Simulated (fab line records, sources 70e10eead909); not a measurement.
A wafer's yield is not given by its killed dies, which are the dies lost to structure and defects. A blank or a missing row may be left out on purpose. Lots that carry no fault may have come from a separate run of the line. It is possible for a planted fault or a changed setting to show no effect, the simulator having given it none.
fab line records	flow nand-harc
[record] lots = 12	wafers = 36	last-day = 24
route steps=1159 shown A_CONTACT@885 END@1159
lots that met no fault: taken from a fault-free run of the same line
start-h: the number of hours between the record's first day and the start of the first shown wafer of the lot	wait-h: hours elapsed since this lot's preceding step	" identical to the entry in the row above	L1.1+2: a row that stands for several wafers	- no value present, or no start provided	* or withheld: withheld	< > ~ a bound
route shown NAME@n: a module of which the file shows steps, and the number in the route of the first	usual: mean/standard deviation taken from wafers without a fault	same: alike in all rows	chamber/n: place in a boat	sites: per-site readings	_std_site: standard deviation of those values	_edge_site: mean of outer sites minus mean of inner sites	radius-mm: for every site, how far away it sits from the centre of the wafer	mask NAME#n: copy n	behind: the tool/chamber that last shaped the wafer	hold: the reason the lot was held/the length of the hold in hours/how it ended	device: the n, p or np transistor that did not switch	end of line: the route-end tests of the same wafers	where a step has no rows: the recipe by itself	killed: dies that structure and defects cost at the first sort, which is not the same as the wafer's yield	map: dies across one wafer; x = killed, . = not, _ = none there
set.NAME: setting as actually run; set.NAME@STEP: the setting as run at that earlier step	model.NAME: the simulator's own value behind a step, which no gauge read
one table for each step of the route and one row for each wafer, over a sample of lots
services: when a tool's chamber went out of use (start-h, in hours from the record's first day, below 0 if earlier), for how many hours, and the reason
[[steps]]
[step NHARC_A_CONTACT_DEP_58]
[recipe] target-thk-a = 600	target-thk-nm = 60	temp-c = 400	pressure-torr = 3.5	flow-sccm = 200	rf-w = 350	material = SiON
[usual] heater-power-w = 794/140	showerhead-vpp-V = 1153/71
lot.wafer	tool	chamber	start-h	wait-h	heater-power-w	showerhead-vpp-V
L492.1	pecvd-04	1	363.74	1.5	843	1213
L492.5	"	0	"	"	1005	1191
L492.6	"	2	"	"	654	1064
L497.2	pecvd-02	1	397.70	1.2	923	1131
L497.1	"	2	"	"	756	1103
L497.6	"	2	"	"	778	1125
L502.2	pecvd-02	1	427.02	1.2	872	1161
L502.4	"	1	"	"	863	1144
L502.6	"	2	"	"	742	1115
L499.2	pecvd-03	2	429.13	1.2	770	1138
L499.3	"	0	"	"	788	1253
L499.6	"	2	"	"	782	1139
L498.1	pecvd-02	0	432.77	1.4	673	1103
L498.3	"	1	"	"	1022	1143
L498.5	"	2	"	"	817	1091
L506.3	pecvd-02	0	466.03	0.9	638	1089
L506.2	"	1	"	"	965	1157
L506.6	"	0	"	"	644	1084
L509.5	pecvd-02	2	471.04	0.4	838	1106
L509.4	"	0	"	"	639	1100
L509.6	"	1	"	"	1026	1155
L510.3	pecvd-04	2	481.67	0.9	763	1071
L510.4	"	2	"	"	752	1058
L510.6	"	0	"	"	877	1206
L511.3	pecvd-02	0	483.41	0.9	663	1100
L511.2	"	1	"	"	1004	1157
L511.4	"	2	"	"	737	1116
L512.2	pecvd-02	2	496.45	1.2	714	1092
L512.1	"	1	"	"	1050	1162
L512.5	"	2	"	"	719	1106
L514.1	pecvd-03	1	511.09	1.5	754	1322
L514.2	"	2	"	"	747	1148
L514.6	"	0	"	"	672	1262
L515.3	pecvd-04	2	515.58	0.9	704	1044
L515.4	"	1	"	"	814	1221
L515.6	"	2	"	"	725	1065
[step NHARC_A_CONTACT_ETCH_77]
[recipe] target-depth-a = 726	time-s = 36.3	cf4-flow-sccm = 100	chf3-flow-sccm = 30	ar-flow-sccm = 0	rf-w = 500	bias-w = 200	chemistry = CF4/CHF3
[usual] bias-w = 200.0/0.59	cf4-flow-sccm = 100.03/0.27	drypump-motor-current-A = 5.7/0.55	oes-product-au = 0.935/0.025	rf-vpp-V = 371.2/1.8	showerhead-plenum-p-Torr = 1.59/0.049	throttle-valve-pct = 16.802/0.0089
lot.wafer	tool	chamber	start-h	wait-h	bias-w	cf4-flow-sccm	drypump-motor-current-A	oes-product-au	rf-hours-counter-h	rf-vpp-V	showerhead-plenum-p-Torr	throttle-valve-pct
L492.1	rie-diel-05	0	-	-	200.2	100.16	6.2	0.970	6	368.9	1.54	16.811
L492.6	"	0	"	"	200.8	100.19	6.3	0.963	-	370.9	1.54	16.804
L492.5	"	1	"	"	200.8	99.93	5.2	0.952	-	374.0	1.68	16.807
L497.1	rie-diel-04	3	-	-	200.5	99.82	5.5	0.941	17	373.4	1.65	16.798
L497.2	"	0	"	"	198.7	100.08	5.9	0.939	15	369.8	1.55	16.809
L497.6	"	1	"	"	200.1	100.77	5.1	0.901	-	370.3	1.56	16.814
L502.4	rie-diel-07	2	-	-	198.9	99.95	6.6	0.912	6	369.0	1.54	16.792
L502.2	"	3	"	"	197.9	100.51	5.2	0.923	4	370.8	1.58	16.817
L502.6	"	3	"	"	200.1	100.07	5.1	0.927	-	371.7	1.58	16.798
L499.2	rie-diel-07	1	-	-	199.7	99.55	4.9	0.918	6	371.5	1.59	16.800
L499.3	"	3	"	"	200.1	99.96	5.2	0.923	5	371.6	1.58	16.787
L499.6	"	0	"	"	199.5	100.12	5.1	0.913	-	374.6	1.68	16.809
L498.1	rie-diel-04	2	-	-	200.0	100.21	5.8	0.985	22	373.3	1.61	16.795
L498.3	"	3	"	"	199.4	100.60	5.4	0.975	22	373.1	1.65	16.801
L498.5	"	3	"	"	199.7	100.25	5.4	0.973	-	373.1	1.65	16.782
L506.3	rie-diel-07	2	-	-	200.4	99.97	6.6	0.918	21	369.7	1.54	16.802
L506.2	"	1	"	"	200.3	99.76	4.9	0.906	22	372.4	1.59	16.789
L506.6	"	3	"	"	199.7	99.81	5.1	0.913	-	371.9	1.57	16.802
L509.4	rie-diel-07	0	-	-	200.2	99.87	5.1	0.950	23	374.6	1.68	16.770
L509.5	"	2	"	"	200.5	100.28	6.6	0.969	-	368.9	1.54	16.800
L509.6	"	3	"	"	199.6	100.51	5.1	0.962	-	371.4	1.57	16.808
L510.4	rie-diel-05	3	-	-	199.7	100.18	6.3	0.939	52	369.2	1.52	16.809
L510.3	"	0	"	"	200.4	100.29	6.3	0.909	53	368.8	1.53	16.795
L510.6	"	2	"	"	199.2	99.38	6.3	0.922	-	370.3	1.59	16.807
L511.3	rie-diel-04	2	-	-	199.2	99.92	5.8	0.991	2	373.1	1.61	16.814
L511.2	"	3	"	"	199.6	99.96	5.4	0.967	2	371.8	1.64	16.802
L511.4	"	1	"	"	200.7	99.86	5.1	0.952	1	371.4	1.56	16.809
L512.1	rie-diel-04	3	-	-	200.4	99.52	5.5	0.925	5	374.0	1.64	16.807
L512.2	"	0	"	"	200.1	99.92	6.0	0.925	4	369.1	1.55	16.802
L512.5	"	0	"	"	199.3	100.49	5.9	0.943	-	370.7	1.55	16.793
L514.1	rie-diel-04	2	-	-	200.2	99.91	5.8	1.001	6	371.7	1.61	16.803
L514.2	"	0	"	"	200.9	99.77	6.0	0.966	6	370.5	1.55	16.807
L514.6	"	2	"	"	200.1	99.73	5.8	0.991	-	372.7	1.61	16.816
L515.3	rie-diel-05	0	-	-	200.7	99.53	6.3	0.919	67	368.2	1.53	16.801
L515.4	"	1	"	"	199.5	99.78	5.2	0.912	-	376.2	1.67	16.789
L515.6	"	0	"	"	200.8	99.86	6.3	0.924	-	370.1	1.53	16.799
[step NHARC_A_CONTACT_ETCH_124]
[recipe] source-w = withheld	pressure-mtorr = 20	bias-v = withheld	time-s = 140	target-depth-a = 7000	ar-flow-sccm = withheld	c4f8-flow-sccm = withheld	o2-flow-sccm = withheld	chemistry = C4F8/O2/Ar
[usual] chamber-pressure-mTorr = 20.002/0.019	oes-air-line-au = 1.000/0.019
lot.wafer	tool	chamber	start-h	wait-h	chamber-pressure-mTorr	oes-air-line-au	rf-hours-counter-h
L492.1	har-cap-etch-03	0	365.79	-	20.021	1.017	81
L492.6	"	1	"	"	19.954	1.020	-
L492.5	"	0	"	"	20.002	1.014	-
L497.1	har-cap-etch-02	0	399.93	-	19.996	1.021	15
L497.2	"	1	"	"	20.026	0.988	15
L497.6	"	0	"	"	20.013	1.004	-
L502.2	har-cap-etch-01	0	429.06	-	19.992	0.986	65
L502.4	"	1	"	"	19.995	1.005	-
L502.6	"	1	"	"	19.978	1.014	-
L499.2	har-cap-etch-03	0	431.13	-	20.002	0.993	91
L499.3	"	0	"	"	19.990	1.011	-
L499.6	"	1	"	"	20.033	0.987	-
L498.1	har-cap-etch-01	1	434.68	-	19.988	1.020	66
L498.3	"	1	"	"	20.007	1.015	-
L498.5	"	1	"	"	20.003	1.017	-
L506.2	har-cap-etch-03	1	468.08	-	20.016	0.978	98
L506.3	"	1	"	"	19.984	0.979	-
L506.6	"	1	"	"	20.001	1.022	-
L509.4	har-cap-etch-01	0	473.05	-	20.021	0.960	-
L509.6	"	0	"	"	19.969	0.966	-
L509.5	"	1	"	"	19.991	1.021	-
L510.4	har-cap-etch-01	0	483.62	-	19.973	1.017	-
L510.3	"	1	"	"	20.016	1.003	-
L510.6	"	1	"	"	20.006	0.989	-
L511.2	har-cap-etch-03	1	485.48	-	20.016	0.983	102
L511.4	"	0	"	"	19.980	0.964	-
L511.3	"	1	"	"	20.000	1.007	-
L512.2	har-cap-etch-03	0	498.60	-	19.999	1.008	104
L512.1	"	1	"	"	20.008	1.015	104
L512.5	"	0	"	"	20.023	1.023	-
L514.2	har-cap-etch-03	0	512.97	-	19.991	1.034	106
L514.1	"	1	"	"	19.998	0.974	106
L514.6	"	1	"	"	19.989	1.004	-
L515.3	har-cap-etch-03	0	517.86	-	19.998	1.008	-
L515.4	"	1	"	"	20.047	0.987	-
L515.6	"	1	"	"	20.028	1.035	-
[step NHARC_A_CONTACT_ETCH_130]
[recipe] source-w = withheld	pressure-mtorr = 20	bias-v = 1200	time-s = 155	target-depth-a = 9560	ar-flow-sccm = withheld	c4f8-flow-sccm = withheld	o2-flow-sccm = withheld	chemistry = C4F8/O2/Ar
[usual] chamber-pressure-mTorr = 20.000/0.018	oes-air-line-au = 1.002/0.019
lot.wafer	tool	chamber	start-h	wait-h	chamber-pressure-mTorr	oes-air-line-au	rf-hours-counter-h
L492.1	har-cap-etch-03	0	366.99	0.2	19.989	1.003	82
L492.6	"	1	"	"	19.998	0.987	-
L492.5	"	0	"	"	19.982	0.996	-
L497.1	har-cap-etch-02	0	400.84	0.1	20.006	1.003	16
L497.2	"	1	"	"	20.014	0.996	16
L497.6	"	0	"	"	19.979	1.005	-
L502.2	har-cap-etch-01	0	429.97	0.1	19.992	1.024	65
L502.4	"	1	"	"	20.021	0.970	-
L502.6	"	1	"	"	19.998	0.993	-
L499.2	har-cap-etch-03	0	432.04	0.1	20.006	0.991	92
L499.3	"	0	"	"	19.987	0.998	-
L499.6	"	1	"	"	20.020	1.028	-
L498.1	har-cap-etch-01	1	435.60	0.1	20.003	0.998	67
L498.3	"	1	"	"	20.001	1.011	-
L498.5	"	1	"	"	20.001	1.015	-
L506.2	har-cap-etch-03	1	469.29	0.2	-	-	-
L506.3	"	1	"	"	-	-	-
L506.6	"	1	"	"	-	-	-
L509.4	har-cap-etch-01	0	473.94	0.1	-	-	-
L509.6	"	0	"	"	-	-	-
L509.5	"	1	"	"	-	-	-
L510.4	har-cap-etch-01	0	484.51	0.1	19.992	0.966	-
L510.3	"	1	"	"	20.018	1.014	-
L510.6	"	1	"	"	19.998	1.014	-
L511.2	har-cap-etch-03	1	486.38	0.1	19.979	1.038	102
L511.4	"	0	"	"	19.973	1.008	-
L511.3	"	1	"	"	20.008	1.013	-
L512.2	har-cap-etch-03	0	499.51	0.1	20.018	0.966	105
L512.1	"	1	"	"	19.972	1.024	105
L512.5	"	0	"	"	20.009	0.988	-
L514.2	har-cap-etch-03	0	513.88	0.1	19.996	1.017	107
L514.1	"	1	"	"	19.992	0.991	107
L514.6	"	1	"	"	19.975	1.022	-
L515.3	har-cap-etch-03	0	518.76	0.1	20.025	0.999	-
L515.4	"	1	"	"	19.990	1.013	-
L515.6	"	1	"	"	20.006	1.000	-
[step NHARC_END_SORT_01]
[recipe] temp-c = 25
[usual] killed-at-array = 28/10	killed-at-other = 0.6/1.1	killed-at-periphery = 3.6/2.6	killed-dies = 32/10	killed-open = 3.3/1.8	killed-short = 1.9/1.4
[same] gross-dies = 677
lot.wafer	tool	chamber	start-h	wait-h	killed-at-array	killed-at-other	killed-at-periphery	killed-dies	killed-open	killed-short
L506.2	prober-02	0	535.17	2.8	674	1	2	677	3	1
L506.3	prober-02	0	535.97	3.1	675	1	1	677	2	1
L506.6	prober-02	0	538.37	4.0	676	0	1	677	7	1
L509.4	prober-01	0	544.55	3.4	674	0	3	677	4	3
L509.5	prober-01	0	545.34	3.7	676	0	1	677	1	5
L509.6	prober-01	0	546.13	4.0	677	0	0	677	5	1
// killed by level:class
L506.2 A_CONTACT:area-etch=631 A_CHANNEL_HOLE_D1:chamber-film-flake=15 A_SLIT:chamber-film-flake=11 A_CONTACT:chamber-film-flake=7 A_CONTACT:geometric-particle:open=2 A_CHANNEL_FILL_D1:chamber-film-flake=2 A_STAIRCASE:chamber-film-flake=2 A_WL_FILL:chamber-film-flake=2
L506.3 A_CONTACT:area-etch=624 A_CHANNEL_HOLE_D1:chamber-film-flake=22 A_SLIT:chamber-film-flake=12 A_CONTACT:chamber-film-flake=11 A_CHANNEL_FILL_D1:chamber-film-flake=2 A_CHANNEL_FILL_D1:geometric-particle:short=1 A_SGD_CUT:geometric-particle:open=1 A_CONTACT:geometric-particle:open=1
L506.6 A_CONTACT:area-etch=627 A_CHANNEL_HOLE_D1:chamber-film-flake=19 A_SLIT:chamber-film-flake=11 A_CONTACT:chamber-film-flake=10 A_ONON_D1:geometric-particle:open=2 A_CONTACT:geometric-particle:open=2 P_M0:geometric-particle:open=1 A_SOURCE_PLATE:geometric-particle:short=1
L509.4 A_CONTACT:area-etch=646 A_SLIT:chamber-film-flake=13 A_STAIRCASE:chamber-film-flake=5 A_CHANNEL_HOLE_D1:chamber-film-flake=2 A_CONTACT:chamber-film-flake=2 P_STI:geometric-particle:short=1 P_M0:geometric-particle:open=1 A_SOURCE_PLATE:geometric-particle:open=1
L509.5 A_CONTACT:area-etch=642 A_STAIRCASE:chamber-film-flake=12 A_SLIT:chamber-film-flake=9 A_CONTACT:chamber-film-flake=5 A_ONON_D1:geometric-particle:short=2 A_CONTACT:geometric-particle:short=1 A_CONTACT:geometric-particle:open=1 A_M0:geometric-particle:short=1
L509.6 A_CONTACT:area-etch=643 A_SLIT:chamber-film-flake=11 A_CHANNEL_HOLE_D1:chamber-film-flake=6 A_STAIRCASE:chamber-film-flake=5 A_CONTACT:chamber-film-flake=5 A_CONTACT:geometric-particle:open=2 A_ONON_D1:geometric-particle:open=1 A_CHANNEL_FILL_D1:geometric-particle:short=1
[[services]]
tool	chamber	start-h	hours	kind
rie-diel-05	-	340.62	9.0	pm
pecvd-03	-	346.53	1.1	repair
rie-diel-04	0	347.08	-	clean
rie-diel-04	1	347.08	-	clean
pecvd-02	0	347.67	-	clean
pecvd-02	1	347.67	-	clean
pecvd-02	2	347.67	-	clean
pecvd-02	0	371.04	-	calibration
pecvd-04	-	376.37	13.0	pm
rie-diel-07	3	379.10	4.6	repair
rie-diel-05	3	379.32	4.2	repair
pecvd-04	-	393.66	0.8	repair
rie-diel-07	-	406.34	9.0	pm
pecvd-03	0	420.83	2.2	repair
rie-diel-04	0	449.74	7.2	repair
rie-diel-04	-	466.09	9.0	pm
pecvd-03	-	473.12	13.0	pm
rie-diel-07	-	485.60	0.7	repair
pecvd-02	-	515.67	13.0	pm
pecvd-02	0	515.67	13.0	vent-cycle
pecvd-02	1	515.67	13.0	vent-cycle
pecvd-02	2	515.67	13.0	vent-cycle
rie-diel-05	2	515.72	8.9	repair
rie-diel-05	-	517.62	9.0	pm
[[key]]
[first-sign] step = NHARC_A_CONTACT_ETCH_130	reading = tool-record	direction = missing
[effect] step = NHARC_END_SORT_01	reading = killed-at-array	direction = up	sigmas = 64	usual = 28	struck = 675
[more-kills-born-at] NHARC_A_CONTACT_ETCH_130@har-cap-etch-01 = 1931	NHARC_A_CONTACT_ETCH_130@har-cap-etch-03 = 1882
met-at NHARC_A_CONTACT_ETCH_130
struck-lots L506,L509
later-rows-left-out L506.2,L506.3,L506.6,L509.4,L509.5,L509.6
tester-left-out L506,L509
not-acting-at NHARC_A_CONTACT_DEP_58,NHARC_A_CONTACT_ETCH_77,NHARC_A_CONTACT_ETCH_124
onset-between 435.60 469.29
[fault] kind = skipped-step-whole	tool = har-cap-etch-01,har-cap-etch-03	chamber = -	onset-h = 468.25	steps = NHARC_A_CONTACT_ETCH_130	scope = struck-lots-only
// tester-left-out: of these lots the tester's yield and bins aren't shown, on N5 and GAA mostly nor the transistor test; their killed dies are dies lost to structure and defects alone, not to doping, threshold or leakage, so they don't give the yield
// later-rows-left-out: the simulator's readings of these wafers behind a module that went badly wrong aren't trusted and aren't shown, but for the sort
